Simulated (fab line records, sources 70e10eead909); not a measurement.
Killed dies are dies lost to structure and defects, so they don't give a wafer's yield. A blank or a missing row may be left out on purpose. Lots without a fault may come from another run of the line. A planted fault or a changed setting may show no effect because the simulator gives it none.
fab line records | flow nand_harc
record lots=15 wafers=42 last_day=25
route steps=1159 shown A_ONON_D1@429 A_CHANNEL_HOLE_D1@463
lots that met no fault: from a run of the same line without faults
start_h: hours from the record's first day to the start of the lot's first wafer shown | wait_h: hours since the lot's step before | " the same as in the row above | L1.1+2: a row that stands for several wafers | - no value, or no start given | * or withheld: withheld | < > ~ a bound
route shown NAME@n: a module of which the file shows steps, and the number in the route of the first | usual: mean/standard deviation of fault-free wafers | same: alike in all rows | chamber/n: place in a boat | sites: the reading at each site | _std_site: their standard deviation | _edge_site: outer sites' mean less inner sites' | radius_mm: how far each site lies from the wafer's centre | mask NAME#n: copy n | behind: the tool/chamber that last shaped the wafer | hold: why the lot was held/for how many hours/how that ended | device: the transistor (n, p or np) that didn't switch | end of line: the same wafers' tests at the end of the route | a step without rows: its recipe alone | killed: dies lost to structure and defects at the first sort, not the wafer's yield | map: a wafer's dies, x killed, . not, _ none there
set.NAME: the setting as run; set.NAME@STEP: as run at that earlier step | model.NAME: the simulator's own value behind a step, which no gauge read
steps of the route over a sample of lots; a table a step, a row a wafer
services: from which hour (start_h, from the record's first day; less than 0 if before it) a tool's chamber was out of use, for how many hours, and why
## steps
# step NHARC_A_ONON_D1_THK_MEAS_08
# recipe thk_meas_gauge=ellipsometry
# usual thk_nm=998/11
# columns lot.wafer tool chamber start_h wait_h thk_nm
L438.1 film_metro-02 - 168.19 - 1012
L438.2 " - " " 1013
L438.3 " - " " 1013
L440.1 film_metro-01 - 173.98 - 996
L440.4 " - " " 996
L440.6 " - " " 997
L443.1 film_metro-01 - 180.41 - 988
L443.2 " - " " 988
L443.6 " - " " 988
L442.1 film_metro-02 - 180.42 - 990
L442.6 " - " " 991
L445.4 film_metro-01 - 202.47 - 998
L445.6 " - " " 996
L447.1 film_metro-01 - 212.66 - 981
L447.4 " - " " 982
L453.3 film_metro-01 - 235.79 - 992
L453.5 " - " " 993
L453.6 " - " " 990
L451.4 film_metro-02 - 236.17 - 999
L451.5 " - " " 1000
L451.6 " - " " 998
L452.1 film_metro-01 - 247.91 - 997
L452.2 " - " " 999
L452.4 " - " " 998
L455.2 film_metro-01 - 259.07 - 1020
L455.3 " - " " 1022
L455.4 " - " " 1020
L456.2 film_metro-01 - 267.82 - 979
L456.5 " - " " 979
L456.6 " - " " 980
L457.2 film_metro-01 - 267.84 - 990
L457.3 " - " " 990
L457.6 " - " " 988
L458.2 film_metro-02 - 267.88 - 1026
L458.3 " - " " 1027
L458.5 " - " " 1025
L459.1 film_metro-02 - 284.73 - 991
L459.2 " - " " 993
L459.4 " - " " 991
L461.1 film_metro-02 - 295.78 - 991
L461.2 " - " " 988
L461.5 " - " " 990
# step NHARC_A_ONON_D1_DEP_28
# recipe target_thk_a=10000 n2_flow_sccm=2750 n2o_flow_sccm=2000 nh3_flow_sccm=500 sih4_flow_sccm=210 temp_c=400
# usual sih4_flow_sccm=209.9/0.69
# columns lot.wafer tool chamber start_h wait_h sih4_flow_sccm
L438.1 pecvd_onon-03 0 179.21 0.1 209.8
L438.2 " 0 " " 208.4
L438.3 " 0 " " 209.2
L440.1 pecvd_onon-01 0 186.65 0.1 210.2
L440.4 " 0 " " 210.5
L440.6 " 0 " " 209.1
L443.1 pecvd_onon-01 0 190.42 0.1 211.2
L443.2 " 0 " " 211.4
L443.6 " 0 " " 210.8
L442.1 pecvd_onon-03 0 190.48 0.1 210.2
L442.6 " 0 " " 209.7
L445.4 pecvd_onon-03 0 213.66 0.2 209.6
L445.6 " 0 " " 210.2
L447.1 pecvd_onon-03 0 223.56 0.1 209.5
L447.4 " 0 " " 210.0
L453.3 pecvd_onon-01 0 246.83 0.3 209.9
L453.5 " 0 " " 209.5
L453.6 " 0 " " 210.7
L451.4 pecvd_onon-01 0 247.23 0.4 210.1
L451.5 " 0 " " 209.8
L451.6 " 0 " " 209.1
L452.1 pecvd_onon-01 0 260.37 0.1 210.1
L452.2 " 0 " " 209.7
L452.4 " 0 " " 209.8
L455.2 pecvd_onon-01 0 272.82 0.1 210.1
L455.3 " 0 " " 208.9
L455.4 " 0 " " 209.7
L456.2 pecvd_onon-04 0 280.45 0.1 211.0
L456.5 " 0 " " 209.8
L456.6 " 0 " " 210.3
L458.2 pecvd_onon-01 0 280.46 0.1 210.1
L458.3 " 0 " " 209.1
L458.5 " 0 " " 209.7
L457.2 pecvd_onon-03 0 280.47 0.1 210.9
L457.3 " 0 " " 209.9
L457.6 " 0 " " 210.3
L459.1 pecvd_onon-03 0 294.84 0.2 208.7
L459.2 " 0 " " 210.1
L459.4 " 0 " " 209.6
L461.1 pecvd_onon-04 0 306.67 0.1 209.0
L461.2 " 0 " " 210.8
L461.5 " 0 " " 209.7
# step NHARC_A_ONON_D1_THK_MEAS_30
# recipe thk_meas_gauge=ellipsometry
# usual thk_nm=1000/9.3
# columns lot.wafer tool chamber start_h wait_h thk_nm
L438.1 film_metro-01 - 179.72 - 988
L438.2 " - " " 989
L438.3 " - " " 989
L440.1 film_metro-01 - 187.16 - 1010
L440.4 " - " " 1009
L440.6 " - " " 1011
L443.1 film_metro-02 - 190.93 - 992
L443.2 " - " " 992
L443.6 " - " " 992
L442.1 film_metro-01 - 191.00 - 1007
L442.6 " - " " 1322
L445.4 film_metro-01 - 213.99 - 1315
L445.6 " - " " 1313
L447.1 film_metro-02 - 224.07 - 1015
L447.4 " - " " 1325
L453.3 film_metro-01 - 247.22 - 1011
L453.5 " - " " 1013
L453.6 " - " " 1012
L451.4 film_metro-02 - 247.57 - 998
L451.5 " - " " 999
L451.6 " - " " 999
L452.1 film_metro-02 - 260.87 - 1023
L452.2 " - " " 1021
L452.4 " - " " 1024
L455.2 film_metro-02 - 273.27 - 1008
L455.3 " - " " 1011
L455.4 " - " " 1010
L456.2 film_metro-01 - 280.90 - 989
L456.5 " - " " 990
L456.6 " - " " 989
L457.2 film_metro-02 - 280.92 - 992
L457.3 " - " " 990
L457.6 " - " " 991
L458.2 film_metro-01 - 280.94 - 1002
L458.3 " - " " 1002
L458.5 " - " " 1001
L459.1 film_metro-02 - 295.35 - 992
L459.2 " - " " 995
L459.4 " - " " 996
L461.1 film_metro-02 - 307.18 - 999
L461.2 " - " " 1000
L461.5 " - " " 999
# step NHARC_A_ONON_D1_INSPECT_32
# usual raw_defect_count=74/33
# columns lot.wafer tool chamber start_h wait_h raw_defect_count
L438.1 defect_inspect-02 - 180.27 0.0 86
L438.2 " - " " 49
L438.3 " - " " 71
L440.1 defect_inspect-02 - 187.70 0.0 119
L440.4 " - " " 51
L440.6 " - " " 73
L443.1 defect_inspect-01 - 191.54 0.0 64
L443.2 " - " " 71
L443.6 " - " " 50
L442.1 defect_inspect-02 - 191.58 0.0 82
L442.6 " - " " 38
L445.4 defect_inspect-02 - 214.52 0.0 55
L445.6 " - " " 69
L447.1 defect_inspect-01 - 224.63 0.0 39
L447.4 " - " " 50
L453.3 defect_inspect-02 - 248.43 0.0 50
L453.5 " - " " 57
L453.6 " - " " 51
L451.4 defect_inspect-02 - 248.80 0.0 69
L451.5 " - " " 82
L451.6 " - " " 61
L452.1 defect_inspect-02 - 261.56 0.0 86
L452.2 " - " " 67
L452.4 " - " " 50
L455.2 defect_inspect-01 - 273.80 0.0 216
L455.3 " - " " 154
L455.4 " - " " 180
L457.2 defect_inspect-01 - 281.45 0.0 85
L457.3 " - " " 52
L457.6 " - " " 83
L456.2 defect_inspect-02 - 281.46 0.0 64
L456.5 " - " " 90
L456.6 " - " " 74
L458.2 defect_inspect-01 - 281.48 0.0 57
L458.3 " - " " 55
L458.5 " - " " 101
L459.1 defect_inspect-01 - 296.01 0.0 92
L459.2 " - " " 66
L459.4 " - " " 31
L461.1 defect_inspect-01 - 307.71 0.0 120
L461.2 " - " " 88
L461.5 " - " " 65
# step NHARC_A_CHANNEL_HOLE_D1_OVL_MEAS_11
# usual overlay_x_nm=0.0/0.83 overlay_y_nm=0.3/0.81
# columns lot.wafer tool chamber start_h wait_h overlay_x_nm overlay_y_nm
L438.1 overlay-02 - 184.23 - -1.2 -0.9
L438.2 " - " " -1.2 -1.2
L438.3 " - " " -1.1 -0.9
L440.1 overlay-02 - 192.04 - -0.1 1.4
L440.4 " - " " 0.2 1.0
L440.6 " - " " 0.4 1.6
L443.1 overlay-02 - 194.51 - 0.3 -0.8
L443.2 " - " " 0.4 -0.8
L443.6 " - " " 0.2 -0.9
L442.1 overlay-01 - 195.97 - 0.4 -0.4
L447.1 overlay-02 - 227.28 - 0.3 0.3
L453.3 overlay-01 - 251.70 - 0.6 0.3
L453.5 " - " " 0.9 -0.1
L453.6 " - " " 0.2 0.3
L451.4 overlay-01 - 253.38 - -0.6 -0.3
L451.5 " - " " -0.5 0.1
L451.6 " - " " -0.6 0.0
L452.1 overlay-01 - 264.41 - 0.4 -0.8
L452.2 " - " " -0.1 -1.1
L452.4 " - " " 0.0 -0.3
L455.2 overlay-01 - 276.47 - 0.7 -0.1
L455.3 " - " " 0.7 0.5
L455.4 " - " " 0.1 0.4
L457.2 overlay-02 - 284.49 - -0.2 1.5
L457.3 " - " " 0.4 1.1
L457.6 " - " " -0.8 0.8
L456.2 overlay-01 - 284.63 - -0.8 0.6
L456.5 " - " " -1.0 0.2
L456.6 " - " " -0.8 1.0
L458.2 overlay-02 - 284.78 - 1.1 2.0
L458.3 " - " " 1.5 2.3
L458.5 " - " " 1.4 1.6
L459.1 overlay-02 - 299.25 - 0.9 0.9
L459.2 " - " " 0.5 1.3
L459.4 " - " " 0.9 1.0
L461.1 overlay-02 - 312.17 - -1.0 0.0
L461.2 " - " " -0.8 -0.2
L461.5 " - " " -0.3 0.2
## services
# columns tool chamber start_h hours kind
pecvd_onon-01 - 195.00 13.0 pm
pecvd_onon-04 - 237.00 13.0 pm
## key
first_sign step=NHARC_A_ONON_D1_THK_MEAS_30 reading=thk_nm direction=up sigmas=34 usual=1000 struck=1318
effect none on later readings
met_at NHARC_A_ONON_D1_DEP_28
struck_lots L442,L445,L447
struck_wafers L442.6,L445.4,L445.6,L447.4
later_rows_left_out L442.6,L445.4,L445.6,L447.4
sort_left_out L442.6,L445.4,L445.6,L447.4
tester_left_out L442,L445,L447
not_acting_at NHARC_A_ONON_D1_THK_MEAS_08,NHARC_A_ONON_D1_INSPECT_32,NHARC_A_CHANNEL_HOLE_D1_OVL_MEAS_11
onset_between 179.21 190.48
fault kind=process_parameter_drift tool=pecvd_onon-03 chamber=- onset_h=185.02 steps=NHARC_A_ONON_D1_DEP_28 channel=target_thk_a offset=* shape=step end_h=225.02 scope=struck_wafers_only acts_in=* stated=*
# tester_left_out: of these lots the tester's yield and bins aren't shown, on N5 and GAA mostly nor the transistor test; their killed dies are dies lost to structure and defects alone, not to doping, threshold or leakage, so they don't give the yield
# sort_left_out: the simulated sort isn't trusted on such a fault, so these wafers' sort isn't shown, and their yield isn't known
# later_rows_left_out: the simulator's readings of these wafers behind a module that went badly wrong aren't trusted and aren't shown, but for the sort
